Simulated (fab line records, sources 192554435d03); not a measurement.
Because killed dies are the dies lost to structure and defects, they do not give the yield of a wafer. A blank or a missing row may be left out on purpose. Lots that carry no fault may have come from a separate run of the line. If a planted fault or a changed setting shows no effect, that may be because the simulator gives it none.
Which tool did it? -- flow n5 finfet -- 72 wafers from 24 lots sampled at 4 of the route's 1938 steps

WHAT THE GAUGES SHOWED, per wafer
N5_BEOL_M10_CD_MEAS_35 targets a cd of 70 nm.
lot,measured,on,cd nm (nm)
L074,day 11 16:31,cd sem-03,69.9 70.1 70.4
L075,day 11 16:41,cd sem-03,70.7 70.0 70.0
L078,day 12 00:16,cd sem-01,68.9 69.5 69.6
L077,day 12 00:46,cd sem-02,71.1 71.1 70.5
L076,day 12 09:52,cd sem-03,70.8 70.6 69.5
L079,day 12 13:43,cd sem-03,69.7 69.9 70.5
L080,day 12 13:53,cd sem-01,70.0 69.8 70.4
L081,day 12 21:48,cd sem-01,69.7 70.0 70.6
L082,day 13 11:32,cd sem-03,69.6 70.7 71.5
L085,day 13 22:01,cd sem-02,70.3 70.4 70.2
L083,day 13 22:12,cd sem-02,69.2 70.2 70.1
L086,day 14 01:58,cd sem-03,69.1 69.6 69.8
L084,day 14 09:04,cd sem-02,69.5 70.2 70.8
L087,day 14 18:11,cd sem-01,69.7 69.7 70.0
L088,day 15 18:21,cd sem-01,69.1 69.4 68.9
L091,day 15 20:31,cd sem-03,69.9 69.6 69.3
L089,day 15 20:53,cd sem-02,70.0 70.2 70.4
L090,day 15 20:59,cd sem-03,70.4 70.0 70.9
L093,day 15 21:02,cd sem-02,69.9 70.4 70.2
L092,day 16 06:04,cd sem-02,70.4 69.9 70.1
L094,day 17 00:16,cd sem-03,70.6 69.7 70.4
L096,day 17 06:17,cd sem-03,70.0 70.5 69.5
L095,day 17 06:44,cd sem-02,70.7 69.8 68.8
L097,day 17 09:36,cd sem-03,69.4 70.0 69.8

TOOL THAT RAN EACH LOT (tool first, then ch and the chambers of the sampled wafers, then the start)
lot,N5_BEOL_M10_VIA_ETCH_34,N5_BEOL_M10_STRIP_36,N5_BEOL_M10_ETCH_41
L074,"rie diel-02 ch 2,3, day 11 16:04","rie diel-02 ch 2,3, day 11 16:08","rie diel-02 ch 2,3, day 11 16:31 or earlier"
L075,"rie diel-04 ch 0,1,2, day 11 16:14","rie diel-04 ch 0,1,2, day 11 16:18","rie diel-04 ch 0,1,2, day 11 16:41 or earlier"
L078,"rie diel-02 ch 1,2,3, day 11 23:50","rie diel-02 ch 1,2,3, day 11 23:54","rie diel-02 ch 1,2,3, day 12 00:16 or earlier"
L077,"rie diel-04 ch 1,3, day 12 00:20","rie diel-04 ch 1,3, day 12 00:23","rie diel-04 ch 1,3, day 12 00:46 or earlier"
L076,"rie diel-02 ch 1,2, day 12 09:25","rie diel-02 ch 1,2, day 12 09:29","rie diel-02 ch 1,2, day 12 09:52 or earlier"
L079,"rie diel-05 ch 2,3, day 12 13:17","rie diel-05 ch 2,3, day 12 13:21","rie diel-05 ch 2,3, day 12 13:43 or earlier"
L080,"rie diel-02 ch 0,3, day 12 13:28","rie diel-02 ch 0,3, day 12 13:31","rie diel-02 ch 0,3, day 12 13:53 or earlier"
L081,"rie diel-04 ch 0,1, day 12 21:22","rie diel-04 ch 0,1, day 12 21:25","rie diel-04 ch 0,1, day 12 21:48 or earlier"
L082,"rie diel-04 ch 1,2, day 13 11:05","rie diel-04 ch 1,2, day 13 11:09","rie diel-04 ch 1,2, day 13 11:32 or earlier"
L085,"rie diel-05 ch 1,2,3, day 13 21:37","rie diel-05 ch 1,2,3, day 13 21:40","rie diel-05 ch 1,2,3, day 13 22:01 or earlier"
L083,"rie diel-02 ch 1,2,3, day 13 21:46","rie diel-02 ch 1,2,3, day 13 21:49","rie diel-02 ch 1,2,3, day 13 22:12 or earlier"
L086,"rie diel-02 ch 1,3, day 14 01:32","rie diel-02 ch 1,3, day 14 01:35","rie diel-02 ch 1,3, day 14 01:58 or earlier"
L084,"rie diel-02 ch 0,3, day 14 08:37","rie diel-02 ch 0,3, day 14 08:41","rie diel-02 ch 0,3, day 14 09:04 or earlier"
L087,"rie diel-05 ch 0,1,3, day 14 17:46","rie diel-05 ch 0,1,3, day 14 17:49","rie diel-05 ch 0,1,3, day 14 18:11 or earlier"
L088,"rie diel-04 ch 0,2,3, day 15 17:55","rie diel-04 ch 0,2,3, day 15 17:58","rie diel-04 ch 0,2,3, day 15 18:21 or earlier"
L091,"rie diel-02 ch 0,3, day 15 20:05","rie diel-02 ch 0,3, day 15 20:08","rie diel-02 ch 0,3, day 15 20:31 or earlier"
L089,"rie diel-04 ch 0,1, day 15 20:28","rie diel-04 ch 0,1, day 15 20:31","rie diel-04 ch 0,1, day 15 20:53 or earlier"
L090,"rie diel-02 ch 0,3, day 15 20:32","rie diel-02 ch 0,3, day 15 20:36","rie diel-02 ch 0,3, day 15 20:59 or earlier"
L093,"rie diel-05 ch 0,1,3, day 15 20:35","rie diel-05 ch 0,1,3, day 15 20:39","rie diel-05 ch 0,1,3, day 15 21:02 or earlier"
L092,"rie diel-05 ch 0,2, day 16 05:37","rie diel-05 ch 0,2, day 16 05:41","rie diel-05 ch 0,2, day 16 06:04 or earlier"
L094,"rie diel-02 ch 0,2, day 16 23:49","rie diel-02 ch 0,2, day 16 23:53","rie diel-02 ch 0,2, day 17 00:16 or earlier"
L096,"rie diel-04 ch 0,1,2, day 17 05:51","rie diel-04 ch 0,1,2, day 17 05:55","rie diel-04 ch 0,1,2, day 17 06:17 or earlier"
L095,"rie diel-02 ch 0,2,3, day 17 06:18","rie diel-02 ch 0,2,3, day 17 06:22","rie diel-02 ch 0,2,3, day 17 06:44 or earlier"
L097,"rie diel-05 ch 0,1,3, day 17 09:10","rie diel-05 ch 0,1,3, day 17 09:13","rie diel-05 ch 0,1,3, day 17 09:36 or earlier"
- N5_BEOL_M10_VIA_ETCH_34: etches SiCOH lowk in C4F6/O2, target depth 184.5 nm, time 69.2 s.
- N5_BEOL_M10_STRIP_36: strips in N2/H2.
- N5_BEOL_M10_ETCH_41: etches SiCN in CH3F/O2, target depth 42.6 nm, time 86 s.

WHAT THE TOOLS THEMSELVES READ (means of the sampled wafers that have a number; where no wafer has one, the mark that the record gives instead)
N5_BEOL_M10_VIA_ETCH_34.
lot,tool,drypump motor current A (A),oes product au (a.u.),rf vpp V (V),showerhead plenum p Torr (Torr),throttle valve pct (%)
L074,rie diel-02,5.4,0.74,683,2.85,20.87
L075,rie diel-04,5.7,0.73,656,2.80,20.93
L078,rie diel-02,5.7,0.73,677,2.89,20.94
L077,rie diel-04,5.6,0.68,668,2.93,21.35
L076,rie diel-02,6.0,0.72,669,2.94,21.02
L079,rie diel-05,5.7,0.71,670,2.87,20.83
L080,rie diel-02,5.5,0.85,682,2.95,20.67
L081,rie diel-04,5.4,0.71,662,2.87,21.13
L082,rie diel-04,5.5,0.69,665,2.86,21.26
L085,rie diel-05,6.0,0.77,673,2.92,20.91
L083,rie diel-02,5.7,0.81,676,2.89,20.83
L086,rie diel-02,5.5,0.78,670,2.86,20.88
L084,rie diel-02,5.5,0.92,680,2.94,20.56
L087,rie diel-05,6.1,0.86,677,2.88,20.99
L088,rie diel-04,5.8,0.79,656,2.78,20.86
L091,rie diel-02,5.5,0.87,681,2.93,20.60
L089,rie diel-04,5.4,0.85,662,2.86,20.97
L090,rie diel-02,5.5,0.87,680,2.93,20.58
L093,rie diel-05,6.1,0.84,677,2.88,21.00
L092,rie diel-05,5.6,0.95,679,2.83,20.74
L094,rie diel-02,6.2,0.79,682,2.98,20.86
L096,rie diel-04,5.6,0.85,660,2.89,20.76
L095,rie diel-02,5.7,0.83,681,2.91,20.71
L097,rie diel-05,6.1,0.82,677,2.87,21.02

N5_BEOL_M10_STRIP_36.
lot,tool,drypump motor current A (A),oes product au (a.u.),rf vpp V (V),showerhead plenum p Torr (Torr),throttle valve pct (%)
L074,rie diel-02,5.4,0.72,58.4,2.57,23.72
L075,rie diel-04,5.7,0.73,56.8,2.49,23.60
L078,rie diel-02,5.7,0.73,58.3,2.60,23.77
L077,rie diel-04,5.6,0.68,59.4,2.62,24.00
L076,rie diel-02,6.0,0.71,60.0,2.64,23.82
L079,rie diel-05,5.7,0.70,60.3,2.58,23.75
L080,rie diel-02,5.5,0.85,57.4,2.63,23.48
L081,rie diel-04,5.4,0.71,60.5,2.55,23.67
L082,rie diel-04,5.6,0.68,57.9,2.54,23.93
L085,rie diel-05,6.0,0.77,59.9,2.60,23.70
L083,rie diel-02,5.7,0.81,60.3,2.60,23.64
L086,rie diel-02,5.5,0.77,58.3,2.58,23.74
L084,rie diel-02,5.5,0.92,58.4,2.62,23.34
L087,rie diel-05,6.0,0.88,58.8,2.56,23.69
L088,rie diel-04,5.8,0.78,58.5,2.48,23.68
L091,rie diel-02,5.5,0.89,58.8,2.61,23.36
L089,rie diel-04,5.4,0.87,58.1,2.54,23.61
L090,rie diel-02,5.5,0.87,60.0,2.61,23.38
L093,rie diel-05,6.1,0.85,59.3,2.56,23.70
L092,rie diel-05,5.6,0.95,60.0,2.54,23.60
L094,rie diel-02,6.2,0.78,60.2,2.66,23.59
L096,rie diel-04,5.7,0.85,58.9,2.58,23.48
L095,rie diel-02,5.7,0.83,59.3,2.61,23.50
L097,rie diel-05,6.1,0.83,56.7,2.56,23.71

N5_BEOL_M10_ETCH_41.
lot,tool,drypump motor current A (A),oes product au (a.u.),rf vpp V (V),showerhead plenum p Torr (Torr),throttle valve pct (%)
L074,rie diel-02,5.4,0.74,297.5,2.01,16.34
L075,rie diel-04,5.6,0.72,296.4,1.97,16.38
L078,rie diel-02,5.7,0.73,298.5,2.04,16.40
L077,rie diel-04,5.6,0.68,298.2,2.06,16.79
L076,rie diel-02,6.0,0.71,298.2,2.07,16.47
L079,rie diel-05,5.7,0.71,298.4,2.02,16.31
L080,rie diel-02,5.5,0.84,298.4,2.07,16.10
L081,rie diel-04,5.4,0.70,296.5,2.02,16.57
L082,rie diel-04,5.6,0.69,296.8,2.01,16.68
L085,rie diel-05,6.0,0.78,298.5,2.05,16.32
L083,rie diel-02,5.7,0.82,297.6,2.03,16.26
L086,rie diel-02,5.5,0.77,297.5,2.01,16.36
L084,rie diel-02,5.5,0.91,299.0,2.07,15.94
L087,rie diel-05,6.1,0.86,297.6,2.03,16.36
L088,rie diel-04,5.8,0.78,296.6,1.95,16.28
L091,rie diel-02,5.5,0.88,299.0,2.06,15.98
L089,rie diel-04,5.4,0.85,298.0,2.01,16.31
L090,rie diel-02,5.5,0.87,297.7,2.06,15.99
L093,rie diel-05,6.1,0.85,297.6,2.02,16.36
L092,rie diel-05,5.5,0.95,297.9,1.99,16.12
L094,rie diel-02,6.2,0.79,299.8,2.10,16.26
L096,rie diel-04,5.6,0.84,297.6,2.03,16.14
L095,rie diel-02,5.7,0.82,298.7,2.05,16.12
L097,rie diel-05,6.1,0.82,297.3,2.02,16.39

THE ANSWER, worked out from the rows above alone
Rule: usual is defined by the lots themselves. The widest of any qualifying gaps counts: lots, ordered by their means at a reading, are off when they make up no more than a third of the lots, leave a main group of 4 or more, and stand apart from it by 3 or more times the standard deviation of that group's means. A main group whose means are all the same, to the digits that the tables above print for the reading, isn't used. Also off: a lot with no number at a reading for which 4 or more lots have one. Any other lot the step has rows for is counted as sound. After the gauges, taken in route order, come the tools' own readings; for these a lot's mean is taken, as printed above. The first step at which some lot is off is used, and at that step the reading that is off furthest; a lot without a number counts as furthest.
Across all readings shown, no lot is off: no conclusion can be drawn from this.

WHAT HAD BEEN PUT IN BY THE SIMULATOR
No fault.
